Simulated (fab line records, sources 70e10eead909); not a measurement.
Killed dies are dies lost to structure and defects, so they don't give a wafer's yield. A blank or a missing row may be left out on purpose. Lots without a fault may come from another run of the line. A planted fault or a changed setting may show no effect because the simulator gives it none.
fab line records | flow nand_harc
record lots=24 wafers=72 last_day=33
route steps=1302 shown A_CONTACT@1020
lots that met no fault: from a run of the same line without faults
start_h: hours from the record's first day to the start of the lot's first wafer shown | wait_h: hours since the lot's step before | " the same as in the row above | L1.1+2: a row that stands for several wafers | - no value, or no start given | * or withheld: withheld | < > ~ a bound
route shown NAME@n: a module of which the file shows steps, and the number in the route of the first | usual: mean/standard deviation of fault-free wafers | same: alike in all rows | chamber/n: place in a boat | sites: the reading at each site | _std_site: their standard deviation | _edge_site: outer sites' mean less inner sites' | radius_mm: how far each site lies from the wafer's centre | mask NAME#n: copy n | behind: the tool/chamber that last shaped the wafer | hold: why the lot was held/for how many hours/how that ended | device: the transistor (n, p or np) that didn't switch | end of line: the same wafers' tests at the end of the route | a step without rows: its recipe alone | killed: dies lost to structure and defects at the first sort, not the wafer's yield | map: a wafer's dies, x killed, . not, _ none there
set.NAME: the setting as run; set.NAME@STEP: as run at that earlier step | model.NAME: the simulator's own value behind a step, which no gauge read
steps of the route over a sample of lots; a table a step, a row a wafer
services: from which hour (start_h, from the record's first day; less than 0 if before it) a tool's chamber was out of use, for how many hours, and why
## steps
# step NHARC_A_CONTACT_CD_MEAS_53
# usual cd_nm=289.4/0.81
# columns lot.wafer tool chamber start_h wait_h cd_nm
L074.1 cd_sem-03 - 485.62 - 288.8
L074.3 " - " " 288.8
L074.4 " - " " 288.9
L075.1 cd_sem-02 - 508.72 - 290.5
L075.3 " - " " 290.0
L075.5 " - " " 289.8
L077.1 cd_sem-01 - 518.19 - 289.3
L077.2 " - " " 290.1
L077.3 " - " " 290.3
L076.2 cd_sem-03 - 521.40 - 289.3
L076.4 " - " " 289.3
L076.5 " - " " 288.8
L078.4 cd_sem-01 - 534.46 - 290.2
L078.5 " - " " 290.6
L078.6 " - " " 290.6
L079.1 cd_sem-02 - 551.04 - 289.3
L079.4 " - " " 290.2
L079.6 " - " " 288.9
L081.3 cd_sem-01 - 556.27 - 289.2
L081.4 " - " " 288.4
L081.5 " - " " 288.6
L080.1 cd_sem-03 - 559.06 - 288.0
L080.4 " - " " 288.2
L080.5 " - " " 288.4
L083.3 cd_sem-01 - 568.80 - 288.3
L083.5 " - " " 287.9
L083.6 " - " " 288.6
L082.4 cd_sem-01 - 570.59 - 290.6
L082.5 " - " " 290.6
L082.6 " - " " 290.5
L084.3 cd_sem-01 - 592.02 - 289.3
L084.4 " - " " 288.7
L084.6 " - " " 288.9
L085.1 cd_sem-01 - 595.71 - 289.2
L085.5 " - " " 289.1
L085.6 " - " " 289.2
L086.1 cd_sem-03 - 619.82 - 290.2
L086.4 " - " " 290.5
L086.5 " - " " 289.4
L087.2 cd_sem-02 - 630.35 - 288.0
L087.3 " - " " 289.0
L087.5 " - " " 289.7
L089.1 cd_sem-01 - 642.11 - 287.7
L089.2 " - " " 288.4
L089.6 " - " " 288.3
L088.1 cd_sem-02 - 644.10 - 288.4
L088.3 " - " " 288.6
L088.4 " - " " 288.5
L090.2 cd_sem-01 - 651.69 - 289.6
L090.4 " - " " 290.2
L090.5 " - " " 290.2
L091.1 cd_sem-02 - 652.29 - 290.1
L091.3 " - " " 290.3
L091.4 " - " " 290.6
L092.1 cd_sem-02 - 696.62 - 289.8
L092.4 " - " " 290.0
L092.6 " - " " 289.0
L093.2 cd_sem-02 - 701.20 - 289.5
L093.4 " - " " 288.3
L093.6 " - " " 288.2
L094.3 cd_sem-03 - 704.71 - 290.4
L094.4 " - " " 289.4
L094.5 " - " " 290.2
L095.2 cd_sem-01 - 712.12 - 289.5
L095.4 " - " " 290.1
L095.6 " - " " 289.9
L096.1 cd_sem-03 - 729.89 - 289.7
L096.3 " - " " 290.0
L096.6 " - " " 289.4
L097.1 cd_sem-03 - 734.02 - 290.0
L097.4 " - " " 290.4
L097.5 " - " " 289.7
# step NHARC_A_CONTACT_DEP_58
# recipe target_thk_a=900 target_thk_nm=90 temp_c=400 pressure_torr=3.5 flow_sccm=200 rf_w=350 material=SiON
# usual heater_power_w=722/85
# columns lot.wafer tool chamber start_h wait_h heater_power_w
L074.3 pecvd-04 2 492.50 1.7 701
L074.1 " 0 " " 831
L074.4 " 0 " " 841
L075.3 pecvd-02 2 517.28 1.6 654
L075.1 " 1 " " 769
L075.5 " 1 " " 764
L077.1 pecvd-02 1 522.37 2.7 795
L077.3 " 2 " " 638
L077.2 " 0 " " 741
L076.2 pecvd-04 2 527.51 2.3 669
L076.4 " 0 " " 897
L076.5 " 2 " " 679
L078.4 pecvd-01 0 541.01 1.2 726
L078.5 " 1 " " 708
L078.6 " 2 " " 667
L079.1 pecvd-04 0 555.38 2.8 823
L079.4 " 1 " " 642
L079.6 " 2 " " 754
L081.3 pecvd-04 2 560.50 1.7 687
L081.4 " 1 " " 626
L081.5 " 2 " " 704
L080.1 pecvd-04 1 567.92 2.7 656
L080.4 " 0 " " 807
L080.5 " 1 " " 663
L083.3 pecvd-04 2 575.70 1.6 694
L083.5 " 2 " " 695
L083.6 " 0 " " 881
L082.5 pecvd-01 1 578.51 0.6 655
L082.6 " 2 " " 668
L082.4 " 0 " " 779
L084.3 pecvd-04 2 596.26 1.7 655
L084.4 " 1 " " 687
L084.6 " 2 " " 656
L085.1 pecvd-04 0 599.95 2.8 841
L085.6 " 1 " " 597
L085.5 " 0 " " 832
L086.1 pecvd-04 1 626.22 2.7 615
L086.4 " 0 " " 883
L086.5 " 2 " " 746
L087.3 pecvd-01 1 634.53 1.6 684
L087.2 " 2 " " 656
L087.5 " 2 " " 657
L089.2 pecvd-04 1 649.49 2.2 626
L089.1 " 2 " " 760
L089.6 " 2 " " 787
L088.3 pecvd-01 0 654.36 1.6 808
L088.1 " 1 " " 689
L088.4 " 1 " " 686
L090.2 pecvd-04 0 658.87 2.2 838
L090.4 " 2 " " 708
L090.5 " 0 " " 864
L091.3 pecvd-02 1 659.38 1.6 715
L091.1 " 2 " " 717
L091.4 " 1 " " 735
L092.1 pecvd-04 0 700.93 2.7 806
L092.6 " 1 " " 564
L092.4 " 2 " " 744
L093.2 pecvd-01 2 705.38 2.2 651
L093.6 " 1 " " 727
L093.4 " 2 " " 644
L094.3 pecvd-04 0 710.04 1.7 902
L094.5 " 2 " " 740
L094.4 " 1 " " 643
L095.2 pecvd-02 1 716.33 2.2 681
L095.6 " 0 " " 759
L095.4 " 1 " " 681
L096.1 pecvd-02 1 737.61 2.7 721
L096.3 " 2 " " 599
L096.6 " 1 " " 714
L097.1 pecvd-01 1 740.89 2.8 803
L097.5 " 0 " " 778
L097.4 " 1 " " 640
# step NHARC_A_CONTACT_ETCH_129
# recipe source_w=withheld pressure_mtorr=20 bias_v=3000 time_s=197 target_depth_a=19180 ar_flow_sccm=withheld c4f8_flow_sccm=withheld o2_flow_sccm=withheld chemistry=C4F8/O2/Ar
# usual chamber_pressure_mTorr=19.999/0.018
# columns lot.wafer tool chamber start_h wait_h chamber_pressure_mTorr rf_hours_counter_h
L074.1 har_cap_etch-03 1 496.20 0.1 20.022 45
L074.4 " 1 " " 20.010 -
L074.3 " 0 " " 19.980 -
L075.1 har_cap_etch-02 1 520.64 0.1 19.993 86
L075.3 " 0 " " 20.017 -
L075.5 " 1 " " 20.005 -
L077.1 har_cap_etch-01 1 525.71 0.1 20.001 3
L077.2 " 0 " " 19.998 3
L077.3 " 1 " " 19.984 -
L076.2 har_cap_etch-03 1 530.68 0.1 20.024 50
L076.4 " 1 " " 19.983 -
L076.5 " 0 " " 19.994 -
L078.4 har_cap_etch-03 0 544.34 0.1 19.996 -
L078.6 " 0 " " 19.968 -
L078.5 " 1 " " 19.990 -
L079.1 har_cap_etch-02 1 559.06 0.1 19.998 92
L079.4 " 0 " " 20.004 -
L079.6 " 0 " " 19.989 -
L081.3 har_cap_etch-03 1 564.08 0.2 19.994 -
L081.4 " 0 " " 20.033 -
L081.5 " 0 " " 20.016 -
L080.1 har_cap_etch-03 1 571.16 0.1 19.989 59
L080.4 " 1 " " 20.000 -
L080.5 " 0 " " 20.021 -
L083.3 har_cap_etch-01 1 579.67 0.1 20.039 -
L083.6 " 1 " " 19.999 -
L083.5 " 0 " " 19.997 -
L082.4 har_cap_etch-02 0 583.12 0.1 19.996 -
L082.5 " 0 " " 20.022 -
L082.6 " 1 " " 19.995 -
L084.3 har_cap_etch-03 0 599.65 0.1 20.024 -
L084.4 " 1 " " 20.014 -
L084.6 " 0 " " 20.012 -
L085.1 har_cap_etch-02 1 603.61 0.2 19.985 101
L085.5 " 1 " " 19.979 -
L085.6 " 0 " " 19.964 -
L086.1 har_cap_etch-03 0 629.57 0.1 20.046 68
L086.4 " 1 " " 20.011 -
L086.5 " 1 " " 19.981 -
L087.2 har_cap_etch-02 0 637.91 0.1 19.998 105
L087.3 " 0 " " 20.015 -
L087.5 " 0 " " 19.989 -
L089.2 har_cap_etch-01 0 652.84 0.1 19.994 27
L089.1 " 1 " " 20.023 27
L089.6 " 0 " " 19.982 -
L088.1 har_cap_etch-02 0 657.69 0.1 19.997 111
L088.4 " 0 " " 20.030 -
L088.3 " 1 " " 20.044 -
L090.2 har_cap_etch-03 0 662.38 0.1 19.963 74
L090.4 " 0 " " 20.008 -
L090.5 " 1 " " 19.985 -
L091.1 har_cap_etch-01 1 663.63 0.1 19.980 29
L091.4 " 1 " " 19.978 -
L091.3 " 0 " " 19.985 -
L092.1 har_cap_etch-03 1 704.19 0.1 20.001 79
L092.4 " 0 " " 19.977 -
L092.6 " 1 " " 20.006 -
L093.2 har_cap_etch-02 0 709.66 0.3 19.988 118
L093.4 " 1 " " 20.017 -
L093.6 " 0 " " 19.995 -
L094.3 har_cap_etch-01 0 713.33 0.1 20.012 -
L094.4 " 1 " " 19.982 -
L094.5 " 0 " " 20.015 -
L095.2 har_cap_etch-03 0 719.72 0.1 20.004 82
L095.4 " 1 " " 20.000 -
L095.6 " 1 " " 20.026 -
L096.1 har_cap_etch-01 0 740.97 0.1 20.016 42
L096.3 " 0 " " 20.021 -
L096.6 " 1 " " 20.017 -
L097.1 har_cap_etch-03 0 744.21 0.1 19.982 89
L097.4 " 1 " " 19.980 -
L097.5 " 0 " " 19.976 -
# step NHARC_A_CONTACT_ETCH_130
# recipe source_w=withheld pressure_mtorr=20 bias_v=3000 time_s=197 target_depth_a=19180 ar_flow_sccm=withheld c4f8_flow_sccm=withheld o2_flow_sccm=withheld chemistry=C4F8/O2/Ar
# usual chamber_pressure_mTorr=20.000/0.016
# columns lot.wafer tool chamber start_h wait_h chamber_pressure_mTorr rf_hours_counter_h
L074.1 har_cap_etch-03 1 496.38 0.1 20.014 45
L074.4 " 1 " " 20.005 -
L074.3 " 0 " " 19.995 -
L075.1 har_cap_etch-02 1 520.82 0.1 20.006 87
L075.3 " 0 " " 20.011 -
L075.5 " 1 " " 20.004 -
L077.1 har_cap_etch-01 1 525.88 0.1 19.966 3
L077.2 " 0 " " 19.992 3
L077.3 " 1 " " 19.995 -
L076.2 har_cap_etch-03 1 530.86 0.1 19.994 50
L076.4 " 1 " " 20.018 -
L076.5 " 0 " " 19.998 -
L078.4 har_cap_etch-03 0 544.52 0.1 20.003 -
L078.6 " 0 " " 20.015 -
L078.5 " 1 " " 19.972 -
L079.1 har_cap_etch-02 1 559.24 0.1 20.009 92
L079.4 " 0 " " 20.023 -
L079.6 " 0 " " 19.987 -
L081.3 har_cap_etch-03 1 564.32 0.2 19.982 -
L081.4 " 0 " " 20.003 -
L081.5 " 0 " " 19.987 -
L080.1 har_cap_etch-03 1 571.34 0.1 20.009 59
L080.4 " 1 " " 20.001 -
L080.5 " 0 " " 19.993 -
L083.3 har_cap_etch-01 1 579.85 0.1 19.995 -
L083.6 " 1 " " 19.992 -
L083.5 " 0 " " 19.984 -
L082.4 har_cap_etch-02 0 583.29 0.1 19.986 -
L082.5 " 0 " " 20.011 -
L082.6 " 1 " " 19.993 -
L084.3 har_cap_etch-03 0 599.82 0.1 19.996 -
L084.4 " 1 " " 19.983 -
L084.6 " 0 " " 19.994 -
L085.1 har_cap_etch-02 1 603.85 0.2 20.011 101
L085.5 " 1 " " 19.984 -
L085.6 " 0 " " 19.998 -
L086.1 har_cap_etch-03 0 629.74 0.1 20.005 68
L086.4 " 1 " " 20.000 -
L086.5 " 1 " " 19.981 -
L087.2 har_cap_etch-02 0 638.09 0.1 20.011 105
L087.3 " 0 " " 19.997 -
L087.5 " 0 " " 19.987 -
L089.2 har_cap_etch-01 0 653.02 0.1 19.980 27
L089.1 " 1 " " 19.976 27
L089.6 " 0 " " 20.004 -
L088.1 har_cap_etch-02 0 657.87 0.1 20.023 111
L088.4 " 0 " " 20.004 -
L088.3 " 1 " " 19.994 -
L090.2 har_cap_etch-03 0 662.56 0.1 20.004 74
L090.4 " 0 " " 19.990 -
L090.5 " 1 " " 19.981 -
L091.1 har_cap_etch-01 1 663.81 0.1 20.021 29
L091.4 " 1 " " 20.015 -
L091.3 " 0 " " 20.002 -
L092.1 har_cap_etch-03 1 704.36 0.1 20.012 80
L092.4 " 0 " " 19.967 -
L092.6 " 1 " " 20.015 -
L093.2 har_cap_etch-02 0 710.09 0.4 20.002 118
L093.4 " 1 " " 20.006 -
L093.6 " 0 " " 20.001 -
L094.3 har_cap_etch-01 0 713.50 0.1 20.014 -
L094.4 " 1 " " 19.999 -
L094.5 " 0 " " 20.015 -
L095.2 har_cap_etch-03 0 719.90 0.1 20.039 83
L095.4 " 1 " " 19.988 -
L095.6 " 1 " " 20.003 -
L096.1 har_cap_etch-01 0 741.15 0.1 19.981 42
L096.3 " 0 " " 19.981 -
L096.6 " 1 " " 19.992 -
L097.1 har_cap_etch-03 0 744.39 0.1 19.998 89
L097.4 " 1 " " 19.990 -
L097.5 " 0 " " 20.021 -
# step NHARC_A_CONTACT_OVL_MEAS_09
# usual overlay_x_nm=-0.3/0.92 overlay_y_nm=0.2/0.76
# columns lot.wafer tool chamber start_h wait_h overlay_x_nm overlay_y_nm
L074.1 overlay-02 - 501.99 - -1.6 0.1
L074.3 " - " " -1.7 -0.2
L074.4 " - " " -1.4 0.0
L075.1 overlay-02 - 529.45 - -1.2 -0.1
L075.3 " - " " -1.3 -0.5
L075.5 " - " " -0.7 -0.6
L077.1 overlay-01 - 530.84 - 0.3 -0.7
L077.2 " - " " 0.2 -1.2
L077.3 " - " " 0.6 -0.8
L076.2 overlay-01 - 536.68 - -1.3 0.8
L076.4 " - " " -1.3 0.7
L076.5 " - " " -1.3 0.7
L078.4 overlay-01 - 549.60 - 1.3 2.4
L078.5 " - " " 1.6 2.3
L078.6 " - " " 1.4 1.6
L079.1 overlay-01 - 568.97 - -0.9 -0.6
L079.4 " - " " -1.1 -1.2
L079.6 " - " " -1.8 -1.0
L081.3 overlay-02 - 574.06 - 0.0 -1.1
L081.4 " - " " -0.3 -0.2
L081.5 " - " " 0.4 -0.5
L080.1 overlay-01 - 578.92 - -0.6 -0.9
L080.4 " - " " -0.8 -0.6
L080.5 " - " " -0.7 -0.9
L083.3 overlay-01 - 586.30 - -2.1 -0.1
L083.5 " - " " -1.7 -0.2
L083.6 " - " " -1.8 -0.5
L082.4 overlay-01 - 590.32 - -1.1 0.9
L082.5 " - " " -1.4 1.4
L082.6 " - " " -1.3 1.0
L084.3 overlay-01 - 605.26 - -1.5 0.5
L084.4 " - " " -0.8 0.8
L084.6 " - " " -0.8 1.2
L085.1 overlay-02 - 609.29 - -0.5 0.6
L085.5 " - " " -1.0 0.7
L085.6 " - " " -0.1 0.7
L086.1 overlay-02 - 637.34 - 0.5 0.7
L086.4 " - " " 0.3 0.2
L086.5 " - " " -0.2 0.5
L087.2 overlay-02 - 643.19 - -1.1 -0.4
L087.3 " - " " -0.6 -0.2
L087.5 " - " " -0.9 -0.2
L089.1 overlay-02 - 661.38 - 0.2 -0.2
L089.2 " - " " -0.3 0.2
L089.6 " - " " 0.3 0.0
L088.1 overlay-02 - 663.13 - -0.3 0.5
L088.3 " - " " -0.4 0.7
L088.4 " - " " -0.3 0.9
L090.2 overlay-02 - 669.45 - -0.5 0.6
L090.4 " - " " -0.7 0.8
L090.5 " - " " -1.0 0.3
L091.1 overlay-01 - 671.43 - 0.6 0.0
L091.3 " - " " 0.4 -0.2
L091.4 " - " " 0.5 -0.1
L092.1 overlay-01 - 709.66 - 0.6 0.4
L092.4 " - " " 1.1 -0.1
L092.6 " - " " 0.3 0.6
L093.2 overlay-01 - 716.25 - -1.3 -0.1
L093.4 " - " " -0.2 -0.5
L093.6 " - " " -0.8 -0.8
L094.3 overlay-02 - 718.83 - -0.1 0.4
L094.4 " - " " -0.3 0.7
L094.5 " - " " -0.9 0.5
L095.2 overlay-01 - 726.03 - 1.4 0.9
L095.4 " - " " 1.3 1.2
L095.6 " - " " 1.6 0.9
L096.1 overlay-01 - 746.43 - 0.6 0.6
L096.3 " - " " 0.3 0.4
L096.6 " - " " 0.3 0.7
L097.1 overlay-02 - 749.56 - 0.6 1.2
L097.4 " - " " 1.1 0.7
L097.5 " - " " 0.6 0.7
# step NHARC_A_CONTACT_ETCH_89
# recipe target_depth_a=2600 over_etch_frac=0.3 time_s=475.3 ion_energy_ev=200 n2_flow_sccm=150 h2_flow_sccm=150 ar_flow_sccm=0 rf_w=400 bias_w=150 chemistry=N2/H2
# usual chamber_pressure_mTorr=30.000/0.027 drypump_motor_current_A=5.6/0.45 mfc_ar_sccm=0.014/0.015 oes_product_au=1.002/0.012 rf_vpp_V=429.6/2.8 showerhead_plenum_p_Torr=2.01/0.095 throttle_valve_pct=14.171/0.009
# columns lot.wafer tool chamber start_h wait_h chamber_pressure_mTorr drypump_motor_current_A mfc_ar_sccm oes_product_au rf_hours_counter_h rf_vpp_V showerhead_plenum_p_Torr throttle_valve_pct
L074.3 rie_diel-02 0 - - 29.994 5.2 0 0.993 32 430.4 2.05 14.174
L074.4 " 2 " " 30.003 6.3 0.033 0.997 30 430.8 2.00 14.170
L074.1 " 3 " " 29.995 5.2 0.009 0.994 33 428.2 1.99 14.167
L075.3 rie_diel-11 2 - - 30.074 5.6 0.028 0.994 36 431.5 2.07 14.170
L075.1 " 3 " " 30.005 6.1 0 0.996 32 426.7 1.89 14.176
L075.5 " 2 " " 30.003 5.6 0.028 0.992 - 429.7 2.07 14.173
L077.2 rie_diel-11 3 - - 30.006 6.1 0 0.990 32 427.0 1.89 14.179
L077.1 " 1 " " 29.961 5.7 0 0.998 37 430.7 2.04 14.171
L077.3 " 2 " " 29.990 5.6 0.028 0.988 36 432.2 2.07 14.175
L076.2 rie_diel-09 3 - - 30.032 6.0 0.032 0.976 5 434.5 2.17 14.171
L076.4 " 1 " " 29.948 5.4 0 1.014 7 431.1 2.07 14.186
L076.5 " 0 " " 30.004 5.3 0.031 1.001 - 426.2 1.89 14.170
L078.4 rie_diel-11 1 - - 29.961 5.7 0 0.995 40 429.6 2.04 14.169
L078.6 " 2 " " 29.997 5.6 0.028 1.000 - 430.7 2.06 14.171
L078.5 " 3 " " 29.950 6.1 0 0.993 - 425.3 1.89 14.155
L079.1 rie_diel-09 0 - - 30.040 5.3 0.031 0.991 10 425.5 1.89 14.171
L079.4 " 3 " " 29.977 6.0 0.032 0.991 10 434.2 2.17 14.160
L079.6 " 1 " " 30.020 5.4 0 1.008 - 432.3 2.07 14.185
L081.3 rie_diel-09 1 - - 29.995 5.4 0 1.018 12 430.9 2.07 14.176
L081.5 " 0 " " 30.022 5.3 0.031 1.003 - 426.4 1.89 14.167
L081.4 " 3 " " 30.007 6.0 0.032 0.995 - 434.4 2.17 14.163
L080.1 rie_diel-09 1 - - 29.987 5.4 0 1.020 14 430.1 2.07 14.171
L080.5 " 3 " " 29.964 6.0 0.032 0.997 - 436.0 2.17 14.157
L080.4 " 0 " " 30.040 5.3 0.031 0.998 - 428.0 1.89 14.163
L083.3 rie_diel-09 3 - - 29.962 6.0 0.032 0.991 15 432.3 2.16 14.168
L083.6 " 1 " " 30.008 5.4 0 1.029 - 432.6 2.07 14.170
L083.5 " 3 " " 30.026 6.0 0.032 0.998 - 433.2 2.16 14.166
L082.4 rie_diel-02 1 - - 29.970 6.3 0 1.005 6 431.6 2.07 14.166
L082.5 " 0 " " 29.998 5.1 0 1.012 - 429.5 2.04 14.170
L082.6 " 1 " " 29.998 6.3 0 1.018 - 432.1 2.07 14.168
L084.4 rie_diel-02 1 - - 29.999 6.3 0 1.002 9 430.8 2.07 14.164
L084.3 " 0 " " 29.961 5.1 0 1.012 8 431.0 2.04 14.175
L084.6 " 2 " " 29.989 6.3 0.033 1.015 - 429.5 1.99 14.153
L085.1 rie_diel-09 3 - - 29.983 6.0 0.032 1.003 17 432.8 2.16 14.168
L085.6 " 0 " " 30.008 5.3 0.031 0.995 - 426.1 1.89 14.163
L085.5 " 1 " " 30.007 5.4 0 1.013 - 430.3 2.07 14.150
L086.4 rie_diel-09 1 - - 30.021 5.4 0 1.017 22 430.2 2.07 14.170
L086.1 " 0 " " 29.999 5.3 0.031 0.991 22 426.2 1.89 14.168
L086.5 " 2 " " 29.928 5.2 0 0.988 - 426.6 1.88 14.162
L087.2 rie_diel-09 0 - - 29.976 5.3 0.031 0.996 24 426.8 1.89 14.181
L087.3 " 1 " " 29.958 5.4 0 1.027 23 430.3 2.07 14.169
L087.5 " 2 " " 30.034 5.2 0 0.997 - 426.8 1.88 14.170
L089.1 rie_diel-02 3 - - 30.004 5.2 0.009 1.002 27 427.4 1.97 14.178
L089.2 " 0 " " 29.993 5.1 0 1.023 28 430.0 2.03 14.176
L089.6 " 1 " " 30.012 6.3 0 1.005 - 430.9 2.06 14.163
L088.1 rie_diel-09 1 - - 29.999 5.4 0 1.000 28 430.1 2.06 14.172
L088.3 " 2 " " 30.004 5.2 0 0.992 24 425.3 1.88 14.170
L088.4 " 3 " " 30.003 6.0 0.032 0.987 29 434.0 2.16 14.177
L090.2 rie_diel-09 0 - - 29.993 5.3 0.031 0.989 29 426.6 1.88 14.162
L090.4 " 2 " " 29.976 5.1 0 0.981 25 425.7 1.88 14.168
L090.5 " 0 " " 29.998 5.3 0.031 0.997 - 426.5 1.88 14.176
L091.1 rie_diel-11 0 - - 30.020 6.5 0.032 0.994 22 429.1 1.94 14.181
L091.3 " 1 " " 30.010 5.7 0 0.996 22 431.4 2.02 14.156
L091.4 " 0 " " 29.984 6.5 0.032 0.991 - 427.4 1.94 14.187
L092.1 rie_diel-09 0 - - 29.995 5.3 0.031 0.996 5 426.4 1.88 14.168
L092.4 " 2 " " 30.009 5.1 0 1.006 5 424.7 1.88 14.183
L092.6 " 0 " " 30.014 5.3 0.031 0.988 - 425.9 1.88 14.167
L093.4 rie_diel-09 0 - - 29.991 5.3 0.031 1.000 6 424.2 1.88 14.164
L093.2 " 1 " " 30.014 5.4 0 1.023 6 430.5 2.06 14.173
L093.6 " 0 " " 30.013 5.3 0.031 0.992 - 425.6 1.88 14.182
L094.4 rie_diel-02 1 - - 30.022 6.3 0 1.005 43 431.4 2.05 14.160
L094.3 " 2 " " 30.009 6.3 0.033 1.008 47 428.8 1.98 14.181
L094.5 " 0 " " 29.994 5.1 0 1.012 - 431.7 2.02 14.166
L095.2 rie_diel-02 1 - - 30.007 6.3 0 0.992 45 431.0 2.05 14.148
L095.4 " 1 " " 30.006 6.3 0 0.995 - 432.4 2.05 14.181
L095.6 " 3 " " 29.978 5.2 0.009 0.999 - 429.5 1.96 14.174
L096.1 rie_diel-02 3 - - 29.990 5.2 0.009 0.999 58 427.5 1.96 14.171
L096.3 " 2 " " 29.997 6.3 0.033 0.999 54 429.4 1.97 14.170
L096.6 " 3 " " 30.032 5.2 0.009 1.003 - 429.1 1.96 14.166
L097.1 rie_diel-09 0 - - 29.970 5.3 0.031 0.997 12 426.7 1.88 14.177
L097.4 " 1 " " 30.052 5.4 0 1.028 13 431.6 2.06 14.178
L097.5 " 3 " " 30.009 6.0 0.032 1.020 - 434.0 2.15 14.180
## services
# columns tool chamber start_h hours kind
har_cap_etch-01 - 489.61 0.3 repair
pecvd-01 - 492.21 13.0 pm
har_cap_etch-01 - 497.00 17.0 pm
rie_diel-09 - 497.26 9.0 pm
rie_diel-02 3 511.41 3.6 repair
pecvd-01 1 518.80 2.4 repair
rie_diel-09 0 530.82 5.3 repair
har_cap_etch-01 - 541.29 0.2 repair
pecvd-02 0 546.20 4.9 repair
pecvd-02 1 554.32 9.8 repair
rie_diel-02 - 570.87 9.0 pm
rie_diel-09 2 572.13 18.2 repair
pecvd-02 - 589.41 13.0 pm
pecvd-01 - 601.23 0.5 repair
pecvd-01 - 612.21 1.5 repair
pecvd-04 - 631.09 13.0 pm
rie_diel-02 1 663.23 13.8 repair
pecvd-01 - 673.42 13.0 pm
rie_diel-09 - 674.26 9.0 pm
pecvd-02 - 698.80 0.7 repair
pecvd-04 0 720.97 1.9 repair
rie_diel-02 2 725.34 8.4 repair
pecvd-02 2 747.20 8.0 repair
rie_diel-02 - 747.87 9.0 pm
## key
fault none
